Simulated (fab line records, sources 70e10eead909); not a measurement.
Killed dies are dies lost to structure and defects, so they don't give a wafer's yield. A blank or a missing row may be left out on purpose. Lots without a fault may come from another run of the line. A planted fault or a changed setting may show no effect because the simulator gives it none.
Which tool did it? | flow nand_harc | 11 lots, 33 wafers sampled, at 7 steps of a route of 1302

WHAT THE GAUGES READ, wafer by wafer
NHARC_A_ONON_D2_THK_MEAS_30: measures by ellipsometry.
lot  | measured     | on            | thk_nm (nm)
L979 | day 13 06:09 | film_metro-02 | 1008 1009 1009
L980 | day 13 16:25 | film_metro-01 | 1002 1003 1003
L981 | day 14 00:14 | film_metro-02 | 980 981 983
L983 | day 15 05:53 | film_metro-02 | 981 982 983
L986 | day 16 00:41 | film_metro-01 | 990 994 992
L987 | day 16 07:41 | film_metro-01 | 1002 1001 1002
L991 | day 17 15:39 | film_metro-02 | 993 997 996
L990 | day 17 15:47 | film_metro-02 | 989 989 987
L992 | day 18 03:29 | film_metro-02 | 996 995 995
L995 | day 19 19:43 | film_metro-01 | 1013 1016 1015
L102 | day 22 20:28 | film_metro-01 | 1007 1007 1004

NHARC_A_CHANNEL_HOLE_D2_CD_MEAS_10: target cd 100 nm.
lot  | measured     | on        | cd_nm (nm)
L979 | day 13 09:25 | cd_sem-02 | 100.4 100.6 100.2
L980 | day 14 04:52 | cd_sem-02 | 100.5 100.3 100.6
L981 | day 14 08:26 | cd_sem-03 | 101.1 101.1 100.0
L983 | day 15 10:18 | cd_sem-02 | 99.4 100.1 99.8
L986 | day 16 04:22 | cd_sem-01 | 101.1 99.9 99.9
L987 | day 16 13:13 | cd_sem-01 | 100.1 99.3 100.1
L991 | day 17 20:48 | cd_sem-01 | 100.0 100.0 101.1
L990 | day 17 22:08 | cd_sem-03 | 100.2 99.9 100.7
L992 | day 18 06:37 | cd_sem-03 | 100.8 100.6 100.0
L995 | day 20 03:07 | cd_sem-01 | 91.1 100.3 91.2
L102 | day 23 02:31 | cd_sem-03 | 100.0 100.0 99.8

NHARC_A_CHANNEL_HOLE_D2_INSPECT_12.
lot  | measured     | on                | raw_defect_count
L979 | day 13 09:32 | defect_inspect-02 | 55 67 47
L980 | day 14 04:59 | defect_inspect-02 | 72 57 71
L981 | day 14 08:34 | defect_inspect-01 | 46 60 62
L983 | day 15 10:25 | defect_inspect-02 | 57 50 58
L986 | day 16 04:29 | defect_inspect-01 | 9 5 10
L987 | day 16 13:21 | defect_inspect-02 | 56 51 60
L991 | day 17 20:55 | defect_inspect-02 | 12 9 6
L990 | day 17 22:16 | defect_inspect-01 | 52 66 53
L992 | day 18 06:44 | defect_inspect-01 | 14 9 13
L995 | day 20 03:15 | defect_inspect-02 | 53 59 54
L102 | day 23 02:38 | defect_inspect-01 | 5 8 5

NHARC_A_CHANNEL_HOLE_D2_CD_MEAS_18.
lot  | measured     | on        | cd_nm (nm)
L979 | day 13 10:43 | cd_sem-03 | 104.5 101.1 100.0
L980 | day 14 06:10 | cd_sem-03 | 98.8 102.6 102.3
L981 | day 14 09:44 | cd_sem-03 | 102.1 97.4 102.2
L983 | day 15 11:40 | cd_sem-01 | 107.5 101.5 101.1
L986 | day 16 05:40 | cd_sem-03 | 101.6 100.8 100.0
L987 | day 16 14:31 | cd_sem-03 | 100.8 101.9 102.8
L991 | day 17 22:05 | cd_sem-03 | 97.4 100.0 102.9
L990 | day 17 23:26 | cd_sem-01 | 100.2 98.8 105.8
L992 | day 18 07:54 | cd_sem-03 | 103.7 101.0 102.6
L995 | day 20 04:25 | cd_sem-02 | 92.2 100.6 95.2
L102 | day 23 04:25 | cd_sem-01 | 104.1 96.1 98.7

NHARC_A_CHANNEL_HOLE_D2_CD_MEAS_31.
lot  | measured     | on        | cd_nm (nm)
L979 | day 13 18:05 | cd_sem-02 | 91.6 91.5 90.0
L980 | day 14 11:46 | cd_sem-02 | 90.5 94.8 91.8
L981 | day 14 15:55 | cd_sem-02 | 89.4 89.9 89.9
L983 | day 15 17:14 | cd_sem-01 | 90.3 90.7 90.1
L986 | day 16 11:17 | cd_sem-01 | 91.2 89.3 89.7
L987 | day 17 00:05 | cd_sem-03 | 88.2 89.2 88.6
L991 | day 18 05:37 | cd_sem-01 | 88.8 91.2 88.4
L990 | day 18 09:44 | cd_sem-03 | 90.6 89.2 92.5
L992 | day 18 13:50 | cd_sem-02 | 88.8 90.9 88.0
L995 | day 20 10:01 | cd_sem-02 | 79.9 88.5 81.2
L102 | day 23 10:18 | cd_sem-03 | 90.2 90.1 85.2

WHICH TOOL RAN EACH LOT (tool, then ch and the chambers of the sampled wafers, then the start)
lot  | NHARC_A_ONON_D2_DEP_33          | NHARC_A_CHANNEL_HOLE_D2_PEB_08
L979 | pecvd-04 ch 0,1, day 13 06:13   | litho_track-01 ch 0, day 13 09:20
L980 | pecvd-02 ch 0,2, day 13 16:31   | litho_track-06 ch 0, day 14 04:47
L981 | pecvd-02 ch 0,1,2, day 14 00:19 | litho_track-01 ch 0, day 14 08:22
L983 | pecvd-01 ch 0,1,2, day 15 05:59 | litho_track-04 ch 0, day 15 10:13
L986 | pecvd-01 ch 1,2, day 16 00:47   | litho_track-06 ch 0, day 16 04:17
L987 | pecvd-01 ch 1,2, day 16 07:45   | litho_track-04 ch 0, day 16 13:08
L991 | pecvd-01 ch 0,1,2, day 17 15:42 | litho_track-04 ch 0, day 17 20:43
L990 | pecvd-02 ch 1,2, day 17 15:55   | litho_track-01 ch 0, day 17 22:03
L992 | pecvd-04 ch 0,2, day 18 03:35   | litho_track-06 ch 0, day 18 06:32
L995 | pecvd-01 ch 1,2, day 19 19:51   | litho_track-04 ch 0, day 20 03:02
L102 | pecvd-01 ch 0,2, day 22 20:37   | litho_track-01 ch 0, day 23 02:26
- NHARC_A_ONON_D2_DEP_33: deposits SiO2, target thk 200 nm.
- NHARC_A_CHANNEL_HOLE_D2_PEB_08: peb time 65 s.

WHAT THE TOOLS THEMSELVES READ (means of the sampled wafers that have a number; where no wafer has one, the mark that the record gives instead)
NHARC_A_ONON_D2_DEP_33.
lot  | tool     | chamber_pressure_Torr (Torr) | flow_sccm (sccm) | heater_power_w (W) | throttle_valve_pct (%)
L979 | pecvd-04 | 6.490                        | 2643             | 570                | 16.2
L980 | pecvd-02 | 6.518                        | 2658             | 609                | 15.5
L981 | pecvd-02 | 6.502                        | 2643             | 597                | 15.8
L983 | pecvd-01 | 6.507                        | 2642             | 605                | 15.8
L986 | pecvd-01 | 6.498                        | 2648             | 598                | 15.6
L987 | pecvd-01 | 6.505                        | 2651             | 611                | 15.7
L991 | pecvd-01 | 6.494                        | 2648             | 653                | 15.9
L990 | pecvd-02 | 6.496                        | 2659             | 491                | 15.8
L992 | pecvd-04 | 6.514                        | 2659             | 580                | 16.4
L995 | pecvd-01 | 6.501                        | 2655             | 651                | 15.7
L102 | pecvd-01 | 6.494                        | 2650             | 569                | 15.2

NHARC_A_CHANNEL_HOLE_D2_PEB_08.
lot  | tool           | heater_power_total_W (W)
L979 | litho_track-01 | 156.4
L980 | litho_track-06 | 156.9
L981 | litho_track-01 | 156.9
L983 | litho_track-04 | 156.8
L986 | litho_track-06 | 156.2
L987 | litho_track-04 | 156.6
L991 | litho_track-04 | 156.5
L990 | litho_track-01 | 156.7
L992 | litho_track-06 | 157.0
L995 | litho_track-04 | 176.6
L102 | litho_track-01 | 157.0

THE ANSWER, worked out from the rows above alone
Rule: what is usual is taken from the lots themselves. Put in order of their means at a reading, lots are off if they are a third of the lots or fewer, leave a main group of 4 or more, and stand apart from it by a gap of 3 or more times the standard deviation of the main group's means; of several such gaps the widest counts. A main group whose means are all the same, to the digits that the tables above print for the reading, isn't used. A lot without any number at a reading at which 4 lots or more have one is off too. The other lots that the step has rows for count as sound. The gauges are gone through in route order, then the tools' own readings, and for those a lot's mean is taken as printed above. The first step at which some lot is off is used, and at that step the reading that is off furthest; a lot without a number counts as furthest.
Off: L995, at NHARC_A_CHANNEL_HOLE_D2_CD_MEAS_10 (cd_nm). The main group: mean 100.3 nm, standard deviation 0.3.
A tool fits if, at a process step before that reading, it ran every lot that is off, and no sound lot after the first of them. The gauges at NHARC_A_CHANNEL_HOLE_D2_CD_MEAS_10 aren't tried: what is off there is off at NHARC_A_CHANNEL_HOLE_D2_CD_MEAS_18 too, on other tools, and a gauge's error can't cause that. One fits: litho_track-04 at NHARC_A_CHANNEL_HOLE_D2_PEB_08. Its last sound lot is L991 (day 17 20:43), its first lot that is off L995 (day 20 03:02): a fault that began between those two fits.
The tool's own readings at NHARC_A_CHANNEL_HOLE_D2_PEB_08 bear it out: on the lots that are off they differ by more than 5 times the standard deviation of the sound lots' means. heater_power_total_W reads 176.6 W there against 156.7 W on the sound lots.

WHAT THE SIMULATOR HAD PUT IN
Process parameter drift: litho_track-04, from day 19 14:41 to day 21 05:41, at NHARC_A_CHANNEL_HOLE_D2_PEB_08. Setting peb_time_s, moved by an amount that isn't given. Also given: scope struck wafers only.
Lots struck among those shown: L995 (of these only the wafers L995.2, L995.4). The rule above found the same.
